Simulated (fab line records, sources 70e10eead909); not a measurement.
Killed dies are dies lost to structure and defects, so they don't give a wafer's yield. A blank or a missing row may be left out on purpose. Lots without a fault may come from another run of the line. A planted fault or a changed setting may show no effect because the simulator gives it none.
fab line records | flow nand_harc
record lots=6 wafers=18 last_day=31
route steps=1302 shown P_GATE@215 P_CONTACT@217 END@1302
lots that met no fault: from a run of the same line without faults
start_h: hours from the record's first day to the start of the lot's first wafer shown | wait_h: hours since the lot's step before | " the same as in the row above | L1.1+2: a row that stands for several wafers | - no value, or no start given | * or withheld: withheld | < > ~ a bound
route shown NAME@n: a module of which the file shows steps, and the number in the route of the first | usual: mean/standard deviation of fault-free wafers | same: alike in all rows | chamber/n: place in a boat | sites: the reading at each site | _std_site: their standard deviation | _edge_site: outer sites' mean less inner sites' | radius_mm: how far each site lies from the wafer's centre | mask NAME#n: copy n | behind: the tool/chamber that last shaped the wafer | hold: why the lot was held/for how many hours/how that ended | device: the transistor (n, p or np) that didn't switch | end of line: the same wafers' tests at the end of the route | a step without rows: its recipe alone | killed: dies lost to structure and defects at the first sort, not the wafer's yield | map: a wafer's dies, x killed, . not, _ none there
set.NAME: the setting as run; set.NAME@STEP: as run at that earlier step | model.NAME: the simulator's own value behind a step, which no gauge read
lots at some steps of the route; a table a step, a row a wafer
services: from which hour (start_h, from the record's first day; less than 0 if before it) a tool's chamber was out of use, for how many hours, and why
## steps
# step NHARC_P_GATE_RTA_82
# recipe temp_c=450 time_s=30
# usual lamp_power_pct=4.40/0.1 lamp_zone_6_pct=4.37/0.1 wafer_temp_C_max=453.3/0.71
# columns lot.wafer tool chamber start_h wait_h lamp_power_pct lamp_zone_6_pct wafer_temp_C_max
L713.2 rtp_anneal-02 0 130.22 - 4.51 4.47 453.0
L713.4 " 0 " " 4.51 4.47 453.8
L713.6 " 0 " " 4.50 4.47 452.9
L715.3 rtp_anneal-02 0 146.79 - 4.51 4.47 452.7
L715.4 " 0 " " 4.51 4.47 454.5
L715.6 " 0 " " 4.51 4.47 454.2
L716.3 rtp_anneal-02 0 147.55 - 4.50 4.48 454.6
L716.4 " 0 " " 4.50 4.47 452.6
L716.6 " 0 " " 4.51 4.48 453.8
L722.1 rtp_anneal-01 0 223.14 - 4.30 4.26 452.5
L722.3 " 0 " " 4.30 4.27 452.8
L722.4 " 0 " " 4.31 4.27 452.8
L729.1 rtp_anneal-02 0 289.33 - 4.51 4.47 453.0
L729.2 " 0 " " 4.50 4.47 453.4
L729.4 " 0 " " 4.50 4.47 452.8
L731.1 rtp_anneal-01 0 306.61 - 4.30 4.27 452.7
L731.2 " 0 " " 4.31 4.27 453.4
L731.3 " 0 " " 4.31 4.26 453.0
# step NHARC_P_GATE_INSPECT_68
# usual raw_defect_count=195/62
# columns lot.wafer tool chamber start_h wait_h raw_defect_count
L713.2 defect_inspect-01 - 130.39 0.1 154
L713.4 " - " " 157
L713.6 " - " " 144
L715.3 defect_inspect-01 - 146.93 0.1 142
L715.4 " - " " 176
L715.6 " - " " 226
L716.3 defect_inspect-02 - 147.69 0.1 218
L716.4 " - " " 163
L716.6 " - " " 123
L722.1 defect_inspect-01 - 223.34 0.2 278
L722.3 " - " " 373
L722.4 " - " " 217
L729.1 defect_inspect-01 - 289.53 0.2 257
L729.2 " - " " 159
L729.4 " - " " 253
L731.1 defect_inspect-01 - 306.81 0.2 194
L731.2 " - " " 186
L731.3 " - " " 205
# step NHARC_P_CONTACT_DEP_30
# recipe target_thk_a=300 temp_c=400 target_thk_nm=30 flow_sccm=200 rf_w=450 material=SiNx
# usual heater_power_w=721/85
# columns lot.wafer tool chamber start_h wait_h heater_power_w
L713.2 pecvd-02 0 130.75 0.4 758
L713.6 " 2 " " 577
L713.4 " 0 " " 745
L715.3 pecvd-04 0 147.07 0.1 742
L715.4 " 2 " " 861
L715.6 " 0 " " 778
L716.3 pecvd-02 0 147.79 0.1 737
L716.4 " 2 " " 610
L716.6 " 1 " " 809
L722.1 pecvd-03 0 223.40 0.1 713
L722.3 " 2 " " 536
L722.4 " 1 " " 558
L729.1 pecvd-04 0 289.59 0.1 711
L729.2 " 2 " " 803
L729.4 " 1 " " 756
L731.3 pecvd-02 1 306.88 0.1 729
L731.1 " 2 " " 658
L731.2 " 0 " " 765
# step NHARC_P_CONTACT_DEP_00
# recipe target_thk_a=5000 temp_c=400 pressure_torr=6.5 rf_w=900 teos_flow_sccm=161.4 flow_sccm=2650 target_thk_nm=500 gas=O2 material=SiO2
# usual heater_power_w=559/82 throttle_valve_pct=15.9/0.47
# columns lot.wafer tool chamber start_h wait_h heater_power_w throttle_valve_pct
L713.2 pecvd-02 0 - - 533 16.4
L713.6 " 2 " " 386 15.4
L713.4 " 0 " " 572 16.6
L715.3 pecvd-04 0 - - 576 16.3
L715.4 " 2 " " 657 15.8
L715.6 " 0 " " 596 16.2
L716.3 pecvd-02 0 - - 590 16.7
L716.4 " 2 " " 478 15.9
L716.6 " 1 " " 595 16.1
L722.1 pecvd-03 0 - - 519 15.0
L722.3 " 2 " " 419 15.7
L722.4 " 1 " " 513 16.2
L729.1 pecvd-04 0 - - 563 16.3
L729.2 " 2 " " 685 15.5
L729.4 " 1 " " 539 15.8
L731.3 pecvd-02 1 - - 676 16.4
L731.1 " 2 " " 473 15.7
L731.2 " 0 " " 570 15.9
# step NHARC_P_CONTACT_CMP_01
# recipe target_thk_nm=200 material=SiO2
# usual motor_current_A=12.1/1 slurry_flow_ml_min=150.1/0.48
# columns lot.wafer tool chamber start_h wait_h motor_current_A slurry_flow_ml_min
L713.4 cmp-02 2 131.41 - 11.6 149.8
L713.2 " 3 " " 11.4 150.1
L713.6 " 1 " " 12.6 150.3
L715.4 cmp-02 2 147.71 - 11.5 150.7
L715.3 " 3 " " 12.6 150.8
L715.6 " 2 " " 11.1 150.3
L716.4 cmp-04 0 148.46 - 11.9 150.1
L716.3 " 2 " " 12.5 150.1
L716.6 " 0 " " 11.9 149.7
L722.1 cmp-04 2 224.12 - 13.2 149.7
L722.4 " 3 " " 11.4 151.1
L722.3 " 0 " " 11.9 150.6
L729.4 cmp-01 2 290.33 - 11.0 150.1
L729.2 " 3 " " 13.2 149.8
L729.1 " 0 " " 11.5 149.6
L731.3 cmp-02 1 307.59 - 12.7 149.9
L731.1 " 2 " " 11.6 149.8
L731.2 " 0 " " 12.8 150.4
# step NHARC_P_CONTACT_SRD_03
# step NHARC_P_CONTACT_DEHYDRATE_04
# recipe temp_c=150 time_s=120
# step NHARC_P_CONTACT_HMDS_05
# recipe time_s=30
# step NHARC_P_CONTACT_COAT_33
# recipe temp_c=260 time_s=75
# step NHARC_P_CONTACT_COAT_34
# recipe temp_c=225 time_s=65
# step NHARC_P_CONTACT_COAT_06
# recipe spin_rpm=1500 resist_thk_nm=90
# step NHARC_P_CONTACT_SOFTBAKE_07
# recipe temp_c=105 time_s=55
# usual heater_power_total_W=188.46/0.14 plate_temp_C=105.00/0.14 resist_line_temp_C=23.00/0.1
# columns lot.wafer tool chamber start_h wait_h heater_power_total_W plate_temp_C resist_line_temp_C
L713.2 litho_track-06 0 131 - 188.47 105.19 22.92
L713.4 " 0 " " 188.41 104.99 22.88
L713.6 " 0 " " 188.34 105.33 22.86
L715.3 litho_track-01 0 148 - 188.30 105.07 22.90
L715.4 " 0 " " 188.51 104.76 22.86
L715.6 " 0 " " 188.39 104.88 22.98
L716.3 litho_track-01 0 148 - 188.40 105.01 22.94
L716.4 " 0 " " 188.74 105.14 23.05
L716.6 " 0 " " 188.29 104.93 22.96
L722.1 litho_track-01 0 224 - 188.33 104.83 23.06
L722.3 " 0 " " 188.39 104.91 22.93
L722.4 " 0 " " 188.53 105.11 22.89
L729.1 litho_track-06 0 290 - 222.53 - 23.12
L729.2 " 0 " " 222.44 - 22.81
L729.4 " 0 " " 222.57 - 22.82
L731.1 litho_track-06 0 307 - 222.66 - 23.10
L731.2 " 0 " " 222.55 - 22.94
L731.3 " 0 " " 222.68 - 23.07
# step NHARC_P_CONTACT_EBR_08
# step NHARC_END_SORT_01
# recipe temp_c=25
# usual killed_at_array=59/19 killed_at_other=1.0/1.1 killed_at_periphery=3.8/2.4 killed_dies=64/19 killed_open=3.3/2 killed_short=2.4/1.6
# same gross_dies=677
# columns lot.wafer tool chamber start_h wait_h killed_at_array killed_at_other killed_at_periphery killed_dies killed_open killed_short
L731.1 prober-02 0 753.33 2.5 34 1 1 36 1 4
L731.2 prober-02 0 754.14 2.8 46 2 2 50 9 1
L731.3 prober-02 0 754.94 3.1 25 0 6 31 2 2
# killed by level:class
L731.1 A_CHANNEL_HOLE_D1:chamber_film_flake=12 A_SLIT:chamber_film_flake=6 A_CHANNEL_FILL_D1:chamber_film_flake=4 A_CHANNEL_HOLE_D2:chamber_film_flake=3 A_STAIRCASE:chamber_film_flake=2 A_ONON_D1:geometric_particle:short=1 A_CHANNEL_FILL_D1:geometric_particle:short=1 A_CHANNEL_FILL_D2:geometric_particle:short=1
L731.2 A_CHANNEL_HOLE_D1:chamber_film_flake=13 A_CHANNEL_HOLE_D2:chamber_film_flake=8 A_STAIRCASE:chamber_film_flake=4 A_CONTACT:chamber_film_flake=4 A_DECK1_JOINT:geometric_particle:open=3 A_CHANNEL_FILL_D1:chamber_film_flake=3 A_SLIT:chamber_film_flake=3 A_CHANNEL_FILL_D1:geometric_particle:open=1
L731.3 A_CHANNEL_HOLE_D1:chamber_film_flake=10 A_SLIT:chamber_film_flake=6 A_CHANNEL_HOLE_D2:chamber_film_flake=5 P_GATE:chamber_film_flake=3 A_WL_FILL:geometric_particle:short=2 P_BONDPAD:chamber_film_flake=2 P_GATE:geometric_particle:open=1 A_CONTACT:geometric_particle:open=1
## services
# columns tool chamber start_h hours kind
cmp-04 - 111.87 4.0 pm
cmp-04 - 118.01 6.6 repair
pecvd-04 - 129.47 7.3 repair
cmp-02 - 134.66 4.0 pm
litho_track-01 - 155.00 7.0 pm
litho_track-06 - 179.00 7.0 pm
cmp-02 - 181.77 1.1 repair
pecvd-03 - 185.41 13.0 pm
cmp-01 - 185.50 4.0 pm
cmp-04 - 209.87 4.0 pm
cmp-01 - 214.01 6.7 repair
pecvd-02 - 227.63 13.0 pm
pecvd-02 0 227.63 13.0 vent_cycle
pecvd-02 1 227.63 13.0 vent_cycle
pecvd-02 2 227.63 13.0 vent_cycle
cmp-02 - 231.04 2.2 repair
pecvd-02 0 240.63 - clean
pecvd-02 1 240.63 - clean
pecvd-02 2 240.63 - clean
pecvd-04 - 269.04 13.0 pm
cmp-01 - 283.50 4.0 pm
cmp-02 - 289.89 0.8 repair
cmp-01 - 303.28 34.9 repair
cmp-04 - 307.95 4.0 pm
## key
first_sign step=NHARC_P_CONTACT_SOFTBAKE_07 reading=heater_power_total_W direction=up sigmas=99+ usual=* struck=*
effect none on later readings
met_at NHARC_P_CONTACT_SOFTBAKE_07
struck_wafers L729.1,L729.2,L729.4,L731.1,L731.2,L731.3
tester_left_out L729,L731
onset_between 131 290
fault kind=process_parameter_drift tool=litho_track-06 chamber=- onset_h=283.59 steps=NHARC_P_CONTACT_SOFTBAKE_07 channel=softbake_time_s offset=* shape=step end_h=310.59 acts_in=* stated=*
# tester_left_out: of these lots the tester's yield and bins aren't shown, on N5 and GAA mostly nor the transistor test; their killed dies are dies lost to structure and defects alone, not to doping, threshold or leakage, so they don't give the yield
